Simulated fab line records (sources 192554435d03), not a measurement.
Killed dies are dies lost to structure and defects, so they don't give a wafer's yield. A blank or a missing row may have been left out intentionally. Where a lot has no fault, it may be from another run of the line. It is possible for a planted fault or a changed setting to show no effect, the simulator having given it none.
fab line records	flow n5Finfet
record lots=24	wafers=72	lastDay=19
route steps=1938 shown BEOL_M4@1067 BEOL_M5@1148 BEOL_M6@1229
lots that met no fault: taken from a fault-free run of the same line
startH: the number of hours between the record's first day and the start of the first shown wafer of the lot	waitH: how many hours have passed since the lot's step before this one	" repeats the value in the row above	L1.1+2: several wafers, shown together as one row	- no value, or no start was given	* or withheld: withheld	< > ~ a bound
route shown NAME@n: a module of which the file shows steps, and the number in the route of the first	usual: mean/standard deviation taken from wafers without a fault	same: alike in all rows	chamber/n: place in a boat	sites: readings site by site	_std_site: the values' standard deviation	_edge_site: outer sites' mean less inner sites'	radiusMm: how far each site lies from the wafer's centre	mask NAME#n: copy n	behind: the tool/chamber that last shaped the wafer	hold: reason for holding the lot/hours on hold/outcome of the hold	device: transistor that didn't switch, given as n, p or np	end of line: the same wafers' tests at the end of the route	a step without rows: its recipe alone	killed: at the first sort, the dies lost to defects and structure; wafer yield is something else	map: shows each die of a wafer: x if killed, . if not, _ if none is there
set.NAME: the run value of the setting; set.NAME@STEP: its run value at that earlier step	model.NAME: the simulator's own value behind a step, which no gauge read
one table for each step of the route and one row for each wafer, over a sample of lots
services: a tool's chamber out of use, with start hour (startH, from the record's first day; less than 0 if before it), hours out, and reason
## steps
# step N5_BEOL_M4_VIA_ETCH_34
# recipe chemistry=C4F6/O2	targetDepthA=694	maskMaterial=SOC	pressureMtorr=15	ionEnergyEv=250	taperDeg=4	timeS=65.9	sourceW=350	biasW=170	Ar_flow_sccm=300	C4F6_flow_sccm=10	O2_flow_sccm=10
# usual drypumpMotorCurrentA=5.5/0.41	oesProductAu=0.84/0.073	rfVppV=662/10	showerheadPlenumPTorr=2.86/0.1	throttleValvePct=30.74/0.22
# same timeS=65.9
lot.wafer	tool	chamber	startH	waitH	drypumpMotorCurrentA	oesProductAu	rfHoursCounterH	rfVppV	showerheadPlenumPTorr	throttleValvePct
L075.1	rieDiel-01	3	180.71	0.0	5.0	0.91	32	660	2.89	30.43
L075.2	"	1	"	"	5.2	0.95	2	665	2.91	30.58
L075.6	"	2	"	"	6.0	0.68	-	642	2.69	30.73
L074.2	rieDiel-04	3	180.91	0.0	5.9	0.95	9	651	3.01	30.76
L074.3	"	1	"	"	6.5	0.87	51	673	2.78	31.22
L074.5	"	3	"	"	5.8	0.94	-	651	3.01	30.76
L078.1	rieDiel-01	0	187.72	0.0	5.5	0.90	18	672	2.80	30.85
L078.3	"	1	"	"	5.3	0.95	4	665	2.91	30.57
L078.5	"	1	"	"	5.2	0.94	-	663	2.91	30.58
L076.1	rieDiel-04	2	198.58	0.0	5.4	0.80	101	665	2.87	30.59
L076.3	"	3	"	"	5.8	0.92	16	652	3.01	30.77
L076.6	"	2	"	"	5.5	0.79	-	663	2.87	30.60
L077.1	rieDiel-01	2	203.68	0.0	6.0	0.68	248	642	2.69	30.71
L077.4	"	3	"	"	5.0	0.91	37	658	2.89	30.43
L077.5	"	1	"	"	5.2	0.93	-	664	2.91	30.60
L079.1	rieDiel-03	1	204.55	0.0	5.3	0.88	43	664	3.02	30.58
L079.4	"	2	"	"	5.6	0.75	130	653	2.74	30.88
L079.6	"	1	"	"	5.3	0.89	-	665	3.02	30.57
L080.2	rieDiel-04	1	204.85	0.0	6.5	0.85	61	673	2.78	31.24
L080.5	"	3	"	"	5.9	0.91	-	654	3.01	30.79
L080.6	"	2	"	"	5.5	0.79	-	664	2.87	30.59
L082.2	rieDiel-01	1	232.76	0.0	5.2	0.89	21	661	2.90	30.59
L082.4	"	3	"	"	5.0	0.87	49	658	2.88	30.44
L082.5	"	1	"	"	5.2	0.88	-	664	2.90	30.60
L081.1	rieDiel-01	3	233.24	0.0	4.9	0.87	49	659	2.88	30.44
L081.3	"	2	"	"	6.0	1.00	2	654	3.03	30.93
L081.6	"	0	"	"	5.4	0.87	-	673	2.79	30.87
L083.1	rieDiel-01	1	245.78	0.0	5.2	0.88	25	664	2.90	30.60
L083.4	"	2	"	"	6.0	0.98	6	652	3.02	30.93
L083.5	"	2	"	"	5.9	0.97	-	653	3.02	30.94
L084.1	rieDiel-01	0	250.23	0.0	5.5	0.86	40	671	2.79	30.88
L084.5	"	1	"	"	5.3	0.88	-	665	2.90	30.61
L084.6	"	0	"	"	5.5	0.87	-	673	2.79	30.87
L085.1	rieDiel-04	3	270.45	0.0	5.8	0.87	37	651	3.00	30.81
L085.4	"	0	"	"	5.2	0.90	16	664	2.80	30.89
L085.5	"	2	"	"	5.4	0.78	-	664	2.86	30.61
L086.1	rieDiel-03	1	270.81	0.0	5.4	0.85	64	663	3.01	30.60
L086.2	"	3	"	"	5.5	0.76	117	650	2.96	30.43
L086.4	"	2	"	"	5.5	0.74	150	653	2.73	30.90
L088.2	rieDiel-01	2	278.17	0.0	5.9	0.94	16	652	3.02	30.93
L088.3	"	1	"	"	5.2	0.86	37	663	2.89	30.61
L088.5	"	1	"	"	5.2	0.86	-	664	2.89	30.62
L087.1	rieDiel-04	1	284.84	0.0	6.5	0.83	84	671	2.77	31.26
L087.5	"	1	"	"	6.5	0.83	-	672	2.77	31.25
L087.6	"	0	"	"	5.1	0.89	-	663	2.80	30.90
L089.1	rieDiel-03	3	288.25	0.0	5.5	0.75	123	651	2.96	30.43
L089.3	"	0	"	"	5.4	0.74	165	688	2.73	30.72
L089.4	"	1	"	"	5.3	0.85	70	664	3.01	30.61
L093.2	rieDiel-01	3	293.74	0.0	5.0	0.84	72	657	2.87	30.47
L093.3	"	0	"	"	5.5	0.84	55	674	2.78	30.88
L093.5	"	1	"	"	5.2	0.86	-	662	2.89	30.62
L090.4	rieDiel-03	2	293.77	0.0	5.6	0.72	158	652	2.73	30.91
L090.5	"	2	"	"	5.6	0.72	-	652	2.73	30.89
L090.6	"	1	"	"	5.3	0.85	-	663	3.01	30.61
L091.1	rieDiel-04	3	293.81	0.0	5.9	0.87	45	651	2.99	30.82
L091.2	"	1	"	"	6.5	0.84	86	672	2.77	31.26
L091.4	"	0	"	"	5.1	0.89	25	661	2.80	30.91
L092.4	rieDiel-03	0	302.82	0.0	5.3	0.74	169	685	2.72	30.71
L092.5	"	1	"	"	5.3	0.84	-	663	3.00	30.60
L092.6	"	2	"	"	5.6	0.73	-	654	2.73	30.91
L095.1	rieDiel-04	3	303.09	0.0	5.9	0.86	49	651	2.99	30.82
L095.3	"	0	"	"	5.1	0.86	28	665	2.79	30.90
L095.5	"	3	"	"	5.9	0.86	-	651	2.99	30.81
L094.1	rieDiel-03	2	314.13	0.0	5.6	0.72	166	652	2.72	30.91
L094.2	"	3	"	"	5.4	0.74	129	652	2.95	30.45
L094.3	"	1	"	"	5.3	0.84	79	663	3.00	30.60
L096.1	rieDiel-01	3	328.88	0.0	5.0	0.83	84	658	2.87	30.48
L096.5	"	0	"	"	5.4	0.82	-	672	2.78	30.90
L096.6	"	3	"	"	4.9	0.84	-	658	2.87	30.48
L097.1	rieDiel-01	3	341.55	0.0	5.0	0.83	89	658	2.87	30.48
L097.3	"	1	"	"	5.2	0.83	58	662	2.88	30.65
L097.5	"	0	"	"	5.4	0.81	-	671	2.77	30.92
# step N5_BEOL_M5_CD_MEAS_28
# recipe targetCdNm=30.6	landingEnergyEv=500	detector=seInlens	targetCdYNm=20	polarity=opening
# usual cdNm=30.59/0.25
lot.wafer	tool	chamber	startH	waitH	cdNm
L074.2	cdSem-03	0	190.53	-	30.55
L074.3	"	0	"	"	30.86
L074.5	"	0	"	"	31.22
L075.1	cdSem-02	0	190.62	-	30.61
L075.2	"	0	"	"	30.42
L075.6	"	0	"	"	30.44
L078.1	cdSem-01	0	199.92	-	30.72
L078.3	"	0	"	"	30.92
L078.5	"	0	"	"	30.86
L076.1	cdSem-03	0	209.76	-	30.31
L076.3	"	0	"	"	30.54
L076.6	"	0	"	"	30.22
L080.2	cdSem-01	0	220.45	-	31.04
L080.5	"	0	"	"	30.44
L080.6	"	0	"	"	30.49
L077.1	cdSem-03	0	220.50	-	30.22
L077.4	"	0	"	"	30.34
L077.5	"	0	"	"	30.46
L079.1	cdSem-03	0	226.03	-	31.13
L079.4	"	0	"	"	30.20
L079.6	"	0	"	"	30.68
L081.1	cdSem-02	0	242.98	-	30.30
L081.3	"	0	"	"	30.66
L081.6	"	0	"	"	30.35
L082.2	cdSem-03	0	243.16	-	30.82
L082.4	"	0	"	"	31.13
L082.5	"	0	"	"	30.81
L083.1	cdSem-02	0	254.49	-	30.69
L083.4	"	0	"	"	30.58
L083.5	"	0	"	"	30.37
L084.1	cdSem-03	0	260.30	-	30.29
L084.5	"	0	"	"	30.32
L084.6	"	0	"	"	30.28
L085.1	cdSem-02	0	277.90	-	30.69
L085.4	"	0	"	"	30.54
L085.5	"	0	"	"	30.52
L086.1	cdSem-02	0	280.64	-	30.42
L086.2	"	0	"	"	30.66
L086.4	"	0	"	"	30.50
L088.2	cdSem-01	0	287.59	-	30.84
L088.3	"	0	"	"	30.43
L088.5	"	0	"	"	30.59
L087.1	cdSem-01	0	297.13	-	30.64
L087.5	"	0	"	"	30.75
L087.6	"	0	"	"	30.55
L089.1	cdSem-02	0	301.00	-	31.02
L089.3	"	0	"	"	30.79
L089.4	"	0	"	"	30.93
L093.2	cdSem-02	0	303.20	-	30.92
L093.3	"	0	"	"	30.81
L093.5	"	0	"	"	30.67
L090.4	cdSem-01	0	306.34	-	30.30
L090.5	"	0	"	"	30.72
L090.6	"	0	"	"	30.52
L091.1	cdSem-02	0	306.67	-	30.35
L091.2	"	0	"	"	30.41
L091.4	"	0	"	"	30.38
L092.4	cdSem-01	0	316.95	-	30.60
L092.5	"	0	"	"	30.80
L092.6	"	0	"	"	30.53
L095.1	cdSem-02	0	317.17	-	30.94
L095.3	"	0	"	"	30.80
L095.5	"	0	"	"	30.45
L094.1	cdSem-01	0	322.63	-	30.20
L094.2	"	0	"	"	30.41
L094.3	"	0	"	"	30.76
L096.1	cdSem-01	0	340.39	-	30.15
L096.5	"	0	"	"	30.46
L096.6	"	0	"	"	30.75
L097.1	cdSem-01	0	356.31	-	30.38
L097.3	"	0	"	"	30.66
L097.5	"	0	"	"	30.16
# step N5_BEOL_M5_TRENCH_ETCH_37
# recipe chemistry=C4F6/O2	targetDepthA=716.52	target=SiCOH_lowk	timeS=24.7	ionEnergyEv=250	pressureMtorr=30	sourceW=345	biasW=185	Ar_flow_sccm=300	C4F6_flow_sccm=10	O2_flow_sccm=10
# usual drypumpMotorCurrentA=5.6/0.39	oesProductAu=0.78/0.081	rfVppV=666/12	showerheadPlenumPTorr=2.85/0.074	throttleValvePct=20.91/0.24
# same timeS=24.7
lot.wafer	tool	chamber	startH	waitH	drypumpMotorCurrentA	oesProductAu	rfHoursCounterH	rfVppV	showerheadPlenumPTorr	throttleValvePct
L074.2	rieDiel-06	3	-	-	5.6	0.72	185	663	2.93	20.99
L074.3	"	2	"	"	5.7	0.75	178	664	2.98	21.07
L074.5	"	2	"	"	5.6	0.75	-	665	2.98	21.07
L075.1	rieDiel-05	3	-	-	5.1	0.67	244	667	2.83	21.31
L075.2	"	2	"	"	6.2	0.84	63	689	2.88	20.57
L075.6	"	3	"	"	5.1	0.67	-	666	2.83	21.30
L078.1	rieDiel-06	1	-	-	6.5	0.69	231	674	2.79	20.85
L078.3	"	0	"	"	5.2	0.80	115	687	2.77	21.28
L078.5	"	2	"	"	5.6	0.74	-	664	2.98	21.08
L076.1	rieDiel-02	2	-	-	6.1	0.75	166	664	2.82	20.80
L076.3	"	1	"	"	5.7	0.84	-	647	2.76	20.87
L076.6	"	1	"	"	5.6	0.83	-	649	2.76	20.87
L080.2	rieDiel-06	2	-	-	5.6	0.74	186	665	2.97	21.08
L080.5	"	2	"	"	5.6	0.73	-	662	2.97	21.08
L080.6	"	3	"	"	5.6	0.71	-	663	2.93	21.01
L077.1	rieDiel-02	1	-	-	5.6	0.83	58	649	2.76	20.88
L077.4	"	1	"	"	5.7	0.81	-	648	2.76	20.87
L077.5	"	2	"	"	6.0	0.75	-	663	2.82	20.81
L079.1	rieDiel-05	2	-	-	6.2	0.84	69	687	2.88	20.56
L079.4	"	1	"	"	5.6	0.71	-	665	2.91	20.77
L079.6	"	0	"	"	5.2	0.83	-	648	2.79	20.71
L081.1	rieDiel-05	1	-	-	5.6	0.71	227	665	2.91	20.78
L081.3	"	2	"	"	6.2	0.83	74	688	2.88	20.56
L081.6	"	0	"	"	5.3	0.83	-	648	2.79	20.73
L082.2	rieDiel-02	0	-	-	5.1	0.69	203	675	2.96	21.42
L082.4	"	3	"	"	5.6	0.92	17	659	2.77	20.61
L082.5	"	3	"	"	5.6	0.91	-	660	2.77	20.59
L083.1	rieDiel-05	2	-	-	6.2	0.83	77	687	2.87	20.59
L083.4	"	1	"	"	5.6	0.71	230	665	2.91	20.78
L083.5	"	3	"	"	5.1	0.97	-	667	2.83	21.03
L084.1	rieDiel-06	2	-	-	5.7	0.72	196	665	2.97	21.10
L084.5	"	2	"	"	5.6	0.72	-	665	2.97	21.09
L084.6	"	1	"	"	6.5	0.66	-	675	2.78	20.88
L085.1	rieDiel-05	0	-	-	5.2	0.81	107	649	2.78	20.74
L085.4	"	3	"	"	5.1	0.93	11	665	2.82	21.02
L085.5	"	1	"	"	5.6	0.70	-	665	2.90	20.79
L086.1	rieDiel-02	1	-	-	5.6	0.80	77	648	2.75	20.91
L086.2	"	3	"	"	5.6	0.90	27	659	2.76	20.61
L086.4	"	0	"	"	5.1	0.69	211	674	2.96	21.40
L088.2	rieDiel-06	2	-	-	5.6	0.73	207	664	2.96	21.12
L088.3	"	3	"	"	5.6	0.69	213	662	2.92	21.04
L088.5	"	0	"	"	5.1	0.77	-	684	2.76	21.31
L087.1	rieDiel-06	3	-	-	5.7	0.69	216	663	2.92	21.04
L087.5	"	2	"	"	5.6	0.72	-	662	2.96	21.12
L087.6	"	3	"	"	5.7	0.69	-	663	2.92	21.03
L089.1	rieDiel-02	0	-	-	5.1	0.69	219	674	2.96	21.42
L089.3	"	1	"	"	5.6	0.79	84	649	2.75	20.91
L089.4	"	2	"	"	6.1	0.73	195	664	2.81	20.84
L093.2	rieDiel-06	0	-	-	5.1	0.77	147	685	2.76	21.31
L093.3	"	2	"	"	5.6	0.72	214	664	2.96	21.11
L093.5	"	0	"	"	5.2	0.76	-	686	2.76	21.31
L090.4	rieDiel-05	2	-	-	6.1	0.81	90	687	2.87	20.59
L090.5	"	1	"	"	5.6	0.69	-	663	2.90	20.81
L090.6	"	2	"	"	6.1	0.81	-	688	2.87	20.61
L091.1	rieDiel-06	0	-	-	5.2	0.76	147	685	2.76	21.31
L091.2	"	1	"	"	6.5	0.98	0	674	2.78	20.53
L091.4	"	2	"	"	5.7	0.71	214	664	2.96	21.13
L092.4	rieDiel-05	1	-	-	5.6	0.69	246	665	2.90	20.80
L092.5	"	1	"	"	5.6	0.69	-	666	2.90	20.80
L092.6	"	2	"	"	6.2	0.81	-	687	2.87	20.61
L095.1	rieDiel-02	0	-	-	5.1	0.68	223	673	2.95	21.42
L095.3	"	2	"	"	6.0	0.73	199	662	2.81	20.85
L095.5	"	3	"	"	5.6	0.86	-	658	2.76	20.63
L094.1	rieDiel-05	1	-	-	5.6	0.69	249	666	2.90	20.81
L094.2	"	0	"	"	5.2	0.80	119	647	2.78	20.75
L094.3	"	2	"	"	6.2	0.81	95	686	2.87	20.61
L096.1	rieDiel-05	3	-	-	5.1	0.90	26	667	2.82	21.05
L096.5	"	2	"	"	6.2	0.80	-	686	2.86	20.62
L096.6	"	3	"	"	5.0	0.90	-	668	2.82	21.07
L097.1	rieDiel-05	2	-	-	6.2	0.79	107	686	2.86	20.63
L097.3	"	3	"	"	5.1	0.88	32	667	2.81	21.06
L097.5	"	2	"	"	6.2	0.79	-	686	2.86	20.62
# step N5_BEOL_M5_STRIP_91
# recipe chemistry=N2/H2	timeS=10	powerW=450	tempC=40	pressureMtorr=20	rfFrequencyHz=6e+07	biasPowerW=7	n2FlowSccm=200	h2FlowSccm=200
# usual drypumpMotorCurrentA=5.6/0.39	oesProductAu=0.77/0.081	rfVppV=59.1/0.88	showerheadPlenumPTorr=2.54/0.071	throttleValvePct=23.6/0.33
# same timeS=10
lot.wafer	tool	chamber	startH	waitH	drypumpMotorCurrentA	oesProductAu	rfHoursCounterH	rfVppV	showerheadPlenumPTorr	throttleValvePct
L074.2	rieDiel-06	3	-	-	5.7	0.72	185	59.4	2.63	23.7
L074.3	"	2	"	"	5.7	0.74	178	57.6	2.63	23.9
L074.5	"	2	"	"	5.7	0.75	-	60.2	2.63	24.0
L075.1	rieDiel-05	3	-	-	5.1	0.67	244	60.4	2.48	23.9
L075.2	"	2	"	"	6.2	0.84	63	58.9	2.60	23.4
L075.6	"	3	"	"	5.1	0.67	-	57.2	2.48	23.9
L078.1	rieDiel-06	1	-	-	6.6	0.67	231	58.9	2.52	24.0
L078.3	"	0	"	"	5.2	0.78	115	59.9	2.45	24.0
L078.5	"	2	"	"	5.6	0.74	-	59.7	2.63	23.9
L076.1	rieDiel-02	2	-	-	6.0	0.74	166	59.0	2.54	23.4
L076.3	"	1	"	"	5.6	0.84	-	58.7	2.49	23.6
L076.6	"	1	"	"	5.7	0.84	-	57.8	2.49	23.6
L080.2	rieDiel-06	2	-	-	5.6	0.73	186	58.1	2.63	24.0
L080.5	"	2	"	"	5.7	0.73	-	59.6	2.63	24.0
L080.6	"	3	"	"	5.6	0.70	-	59.7	2.62	23.7
L077.1	rieDiel-02	1	-	-	5.6	0.83	58	57.0	2.49	23.6
L077.4	"	1	"	"	5.7	0.84	-	60.2	2.49	23.6
L077.5	"	2	"	"	6.1	0.74	-	59.8	2.53	23.4
L079.1	rieDiel-05	2	-	-	6.2	0.83	69	58.6	2.60	23.5
L079.4	"	1	"	"	5.6	0.70	-	59.1	2.62	23.5
L079.6	"	0	"	"	5.3	0.84	-	58.7	2.44	22.8
L081.1	rieDiel-05	1	-	-	5.6	0.69	227	57.8	2.61	23.5
L081.3	"	2	"	"	6.2	0.81	74	59.1	2.59	23.5
L081.6	"	0	"	"	5.2	0.82	-	58.3	2.44	22.9
L082.2	rieDiel-02	0	-	-	5.1	0.69	203	59.5	2.60	24.0
L082.4	"	3	"	"	5.6	0.90	17	57.4	2.50	23.6
L082.5	"	3	"	"	5.6	0.89	-	60.3	2.50	23.6
L083.1	rieDiel-05	2	-	-	6.2	0.82	77	59.5	2.59	23.5
L083.4	"	1	"	"	5.6	0.69	230	58.6	2.61	23.5
L083.5	"	3	"	"	5.1	0.95	-	58.4	2.48	23.7
L084.1	rieDiel-06	2	-	-	5.6	0.72	196	59.2	2.62	24.0
L084.5	"	2	"	"	5.6	0.72	-	59.4	2.62	24.0
L084.6	"	1	"	"	6.6	0.66	-	59.0	2.52	24.0
L085.1	rieDiel-05	0	-	-	5.3	0.82	107	55.9	2.43	22.9
L085.4	"	3	"	"	5.1	0.93	11	58.1	2.48	23.8
L085.5	"	1	"	"	5.6	0.69	-	60.3	2.61	23.5
L086.1	rieDiel-02	1	-	-	5.6	0.82	77	57.3	2.48	23.6
L086.2	"	3	"	"	5.6	0.88	27	59.3	2.49	23.7
L086.4	"	0	"	"	5.1	0.69	211	59.0	2.60	24.0
L088.2	rieDiel-06	2	-	-	5.6	0.72	207	60.6	2.62	24.0
L088.3	"	3	"	"	5.6	0.70	213	59.6	2.61	23.7
L088.5	"	0	"	"	5.2	0.77	-	59.1	2.44	24.0
L087.1	rieDiel-06	3	-	-	5.6	0.70	216	58.8	2.61	23.7
L087.5	"	2	"	"	5.6	0.72	-	59.4	2.62	24.0
L087.6	"	3	"	"	5.6	0.69	-	58.4	2.61	23.7
L089.1	rieDiel-02	0	-	-	5.1	0.67	219	58.3	2.60	24.0
L089.3	"	1	"	"	5.6	0.80	84	58.4	2.47	23.6
L089.4	"	2	"	"	6.1	0.72	195	58.6	2.52	23.5
L093.2	rieDiel-06	0	-	-	5.2	0.77	147	58.9	2.44	24.0
L093.3	"	2	"	"	5.7	0.72	214	59.7	2.62	24.0
L093.5	"	0	"	"	5.1	0.77	-	58.3	2.44	24.0
L090.4	rieDiel-05	2	-	-	6.2	0.81	90	60.3	2.59	23.5
L090.5	"	1	"	"	5.6	0.67	-	59.8	2.61	23.5
L090.6	"	2	"	"	6.2	0.81	-	56.8	2.59	23.5
L091.1	rieDiel-06	0	-	-	5.2	0.76	148	58.4	2.44	24.0
L091.2	"	1	"	"	6.5	0.98	0	58.3	2.52	23.7
L091.4	"	2	"	"	5.6	0.72	214	59.6	2.62	24.0
L092.4	rieDiel-05	1	-	-	5.6	0.68	246	59.5	2.61	23.5
L092.5	"	1	"	"	5.6	0.68	-	59.5	2.61	23.5
L092.6	"	2	"	"	6.2	0.80	-	60.2	2.59	23.5
L095.1	rieDiel-02	0	-	-	5.1	0.68	223	59.1	2.60	24.0
L095.3	"	2	"	"	6.0	0.71	199	59.7	2.52	23.5
L095.5	"	3	"	"	5.7	0.85	-	59.8	2.49	23.7
L094.1	rieDiel-05	1	-	-	5.6	0.68	249	59.1	2.60	23.5
L094.2	"	0	"	"	5.2	0.80	120	57.9	2.43	22.9
L094.3	"	2	"	"	6.2	0.79	95	59.4	2.58	23.5
L096.1	rieDiel-05	3	-	-	5.1	0.89	26	59.1	2.47	23.8
L096.5	"	2	"	"	6.2	0.79	-	59.4	2.58	23.5
L096.6	"	3	"	"	5.1	0.88	-	58.9	2.47	23.8
L097.1	rieDiel-05	2	-	-	6.2	0.79	107	60.3	2.58	23.5
L097.3	"	3	"	"	5.1	0.89	32	59.7	2.47	23.8
L097.5	"	2	"	"	6.2	0.79	-	58.9	2.58	23.5
# step N5_BEOL_M5_SPUTTER_90
# recipe material=Cu	targetThkA=45	tempC=-20	chamberPressurePa=0.07	powerW=withheld	timeS=8.29
# usual throttleValvePct=30.4/1.3
# same timeS=8.29
lot.wafer	tool	chamber	startH	waitH	throttleValvePct
L075.1	pvdSputter-01	-	196.82	0.5	30.8
L075.2	"	-	"	"	31.3
L075.6	"	-	"	"	30.7
L074.2	pvdSputter-03	-	198.94	1.0	30.2
L074.3	"	-	"	"	29.1
L074.5	"	-	"	"	31.2
L076.1	pvdSputter-01	-	216.34	0.5	31.4
L076.3	"	-	"	"	30.7
L076.6	"	-	"	"	30.7
L080.2	pvdSputter-01	-	226.46	0.5	33.2
L080.5	"	-	"	"	29.7
L080.6	"	-	"	"	33.0
L077.1	pvdSputter-03	-	226.54	0.5	30.9
L077.4	"	-	"	"	29.2
L077.5	"	-	"	"	28.9
L078.1	pvdSputter-02	-	228.93	0.5	31.4
L078.3	"	-	"	"	28.6
L078.5	"	-	"	"	29.2
L079.1	pvdSputter-03	-	233.70	0.5	30.9
L079.4	"	-	"	"	28.9
L079.6	"	-	"	"	30.4
L081.1	pvdSputter-02	-	250.66	0.5	30.1
L081.3	"	-	"	"	28.7
L081.6	"	-	"	"	28.4
L082.2	pvdSputter-03	-	250.66	0.5	30.9
L082.4	"	-	"	"	30.2
L082.5	"	-	"	"	29.1
L083.1	pvdSputter-03	-	261.28	0.5	31.1
L083.4	"	-	"	"	28.8
L083.5	"	-	"	"	31.0
L084.1	pvdSputter-02	-	266.75	0.5	31.6
L084.5	"	-	"	"	28.3
L084.6	"	-	"	"	30.0
L085.1	pvdSputter-01	-	285.13	0.5	29.8
L085.4	"	-	"	"	33.0
L085.5	"	-	"	"	31.7
L086.1	pvdSputter-02	-	286.87	0.5	28.6
L086.2	"	-	"	"	31.6
L086.4	"	-	"	"	29.9
L088.2	pvdSputter-02	-	294.28	0.5	31.8
L088.3	"	-	"	"	29.4
L088.5	"	-	"	"	30.0
L087.1	pvdSputter-02	-	303.48	0.5	31.5
L087.5	"	-	"	"	30.0
L087.6	"	-	"	"	29.5
L089.1	pvdSputter-01	-	308.15	0.5	29.4
L089.3	"	-	"	"	31.6
L089.4	"	-	"	"	30.9
L093.2	pvdSputter-03	-	311.73	0.5	30.4
L093.3	"	-	"	"	29.0
L093.5	"	-	"	"	30.8
L090.4	pvdSputter-01	-	312.74	0.5	29.7
L090.5	"	-	"	"	31.8
L090.6	"	-	"	"	30.7
L091.1	pvdSputter-02	-	317.24	0.5	31.8
L091.2	"	-	"	"	28.4
L091.4	"	-	"	"	30.0
L092.4	pvdSputter-01	-	323.20	0.5	30.6
L092.5	"	-	"	"	31.0
L092.6	"	-	"	"	30.0
L095.1	pvdSputter-02	-	324.23	0.5	29.5
L095.3	"	-	"	"	31.6
L095.5	"	-	"	"	31.6
L094.1	pvdSputter-03	-	328.87	0.5	29.0
L094.2	"	-	"	"	30.5
L094.3	"	-	"	"	31.0
L096.1	pvdSputter-02	-	347.15	0.5	30.0
L096.5	"	-	"	"	29.6
L096.6	"	-	"	"	30.0
L097.1	pvdSputter-01	-	364.58	0.5	29.6
L097.3	"	-	"	"	33.2
L097.5	"	-	"	"	29.9
# step N5_BEOL_M6_INSPECT_30
# recipe mode=adi	inspectInstrument=brightfield
# usual rawDefectCount=435/99
lot.wafer	tool	chamber	startH	waitH	rawDefectCount
L075.1	defectInspect-01	-	203.01	0.1	401
L075.2	"	-	"	"	340
L075.6	"	-	"	"	383
L074.2	defectInspect-02	-	209.80	0.0	564
L074.3	"	-	"	"	396
L074.5	"	-	"	"	469
L076.1	defectInspect-02	-	220.48	0.1	278
L076.3	"	-	"	"	387
L076.6	"	-	"	"	367
L080.2	defectInspect-01	-	232.02	0.0	428
L080.5	"	-	"	"	474
L080.6	"	-	"	"	464
L077.1	defectInspect-01	-	232.34	0.1	461
L077.4	"	-	"	"	352
L077.5	"	-	"	"	342
L078.1	defectInspect-01	-	232.79	0.1	454
L078.3	"	-	"	"	472
L078.5	"	-	"	"	433
L079.1	defectInspect-02	-	238.99	0.1	479
L079.4	"	-	"	"	579
L079.6	"	-	"	"	523
L081.1	defectInspect-01	-	255.84	0.1	256
L081.3	"	-	"	"	338
L081.6	"	-	"	"	337
L082.2	defectInspect-01	-	256.04	0.0	407
L082.4	"	-	"	"	542
L082.5	"	-	"	"	554
L083.1	defectInspect-01	-	270.23	0.1	521
L083.4	"	-	"	"	351
L083.5	"	-	"	"	590
L084.1	defectInspect-02	-	273.99	0.1	397
L084.5	"	-	"	"	255
L084.6	"	-	"	"	295
L086.1	defectInspect-02	-	293.96	0.1	376
L086.2	"	-	"	"	287
L086.4	"	-	"	"	365
L085.1	defectInspect-01	-	294.13	0.1	526
L085.4	"	-	"	"	319
L085.5	"	-	"	"	268
L088.2	defectInspect-01	-	300.91	0.0	416
L088.3	"	-	"	"	362
L088.5	"	-	"	"	458
L087.1	defectInspect-02	-	313.73	0.1	450
L087.5	"	-	"	"	451
L087.6	"	-	"	"	424
L089.1	defectInspect-02	-	317.11	0.1	456
L089.3	"	-	"	"	433
L089.4	"	-	"	"	355
L093.2	defectInspect-02	-	317.21	0.0	480
L093.3	"	-	"	"	440
L093.5	"	-	"	"	501
L090.4	defectInspect-01	-	322.54	0.0	424
L090.5	"	-	"	"	599
L090.6	"	-	"	"	606
L091.1	defectInspect-02	-	322.58	0.1	393
L091.2	"	-	"	"	703
L091.4	"	-	"	"	499
L095.1	defectInspect-01	-	328.94	0.1	383
L095.3	"	-	"	"	705
L095.5	"	-	"	"	564
L092.4	defectInspect-01	-	329.11	0.0	349
L092.5	"	-	"	"	403
L092.6	"	-	"	"	318
L094.1	defectInspect-02	-	333.50	0.1	466
L094.2	"	-	"	"	390
L094.3	"	-	"	"	386
L096.1	defectInspect-02	-	356.07	0.1	578
L096.5	"	-	"	"	499
L096.6	"	-	"	"	461
L097.1	defectInspect-02	-	371.46	0.1	384
L097.3	"	-	"	"	343
L097.5	"	-	"	"	608
## services
tool	chamber	startH	hours	kind
pvdSputter-03	-	157.03	5.4	repair
rieDiel-04	2	165.85	1.5	repair
rieDiel-04	0	170.71	17.3	repair
rieDiel-01	3	183.63	4.1	repair
rieDiel-02	3	205.74	6.4	repair
rieDiel-02	0	207.35	34.2	repair
rieDiel-05	3	225.33	-	clean
rieDiel-05	3	225.33	-	consumableReplace:focusRing
rieDiel-05	3	225.33	13.3	scheduledDown
rieDiel-05	3	225.33	13.3	ventCycle
pvdSputter-02	-	229.10	4.9	repair
rieDiel-01	2	246.55	8.5	repair
rieDiel-02	-	257.56	0.3	repair
rieDiel-05	2	260.27	5.0	repair
pvdSputter-01	-	264.67	2.1	repair
rieDiel-02	0	271.01	5.8	repair
rieDiel-01	1	287.24	4.2	repair
rieDiel-06	-	295.07	0.1	repair
rieDiel-03	3	307.29	5.7	repair
rieDiel-05	3	319.91	10.7	repair
rieDiel-04	2	323.48	19.8	repair
rieDiel-02	1	328.63	4.6	repair
rieDiel-02	0	358.37	6.8	repair
rieDiel-05	-	361.43	1.6	repair
## key
fault none
